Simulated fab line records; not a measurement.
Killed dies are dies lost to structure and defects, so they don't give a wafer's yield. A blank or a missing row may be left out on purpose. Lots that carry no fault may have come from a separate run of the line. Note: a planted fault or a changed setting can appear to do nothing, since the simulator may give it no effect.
Which of the tools did it? / flow nandHarc / 6 lots (18 wafers sampled), 1 step of a 1302-step route

## WHAT EACH GAUGE READ, for each wafer
NHARC_THIN_TSV_THK_MEAS_02: measures by ir.
lot=L388; measured=day 24 16:21; on=filmMetro-01; thkNm (nm)=3034 2952 3028
lot=L390; measured=day 25 05:43; on=filmMetro-01; thkNm (nm)=3090 3139 2972
lot=L394; measured=day 27 14:50; on=filmMetro-01; thkNm (nm)=2694 3004 3153
lot=L397; measured=day 28 15:56; on=filmMetro-01; thkNm (nm)=3225 3263 3339
lot=L404; measured=day 31 12:22; on=filmMetro-02; thkNm (nm)=2476 2777 2727
lot=L407; measured=day 33 15:37; on=filmMetro-02; thkNm (nm)=2938 2642 3074

## TOOL THAT RAN EACH LOT (tool first, then ch and the chambers of the sampled wafers, then the start)
No process step before these readings appears in the record.

## THE ANSWER, worked out from the rows above alone
Rule: the usual values come from the lots themselves. The widest of any qualifying gaps counts: lots, ordered by their means at a reading, are off when they make up no more than a third of the lots, leave a main group of 4 or more, and stand apart from it by 3 or more times the standard deviation of that group's means. Not used: any main group whose means are identical at the precision the tables above print for the reading. A lot without any number at a reading at which 4 lots or more have one is off too. Any other lot the step has rows for is counted as sound.
Across all readings shown, no lot is off: no conclusion can be drawn from this.

## WHAT THE SIMULATOR HAD INSERTED
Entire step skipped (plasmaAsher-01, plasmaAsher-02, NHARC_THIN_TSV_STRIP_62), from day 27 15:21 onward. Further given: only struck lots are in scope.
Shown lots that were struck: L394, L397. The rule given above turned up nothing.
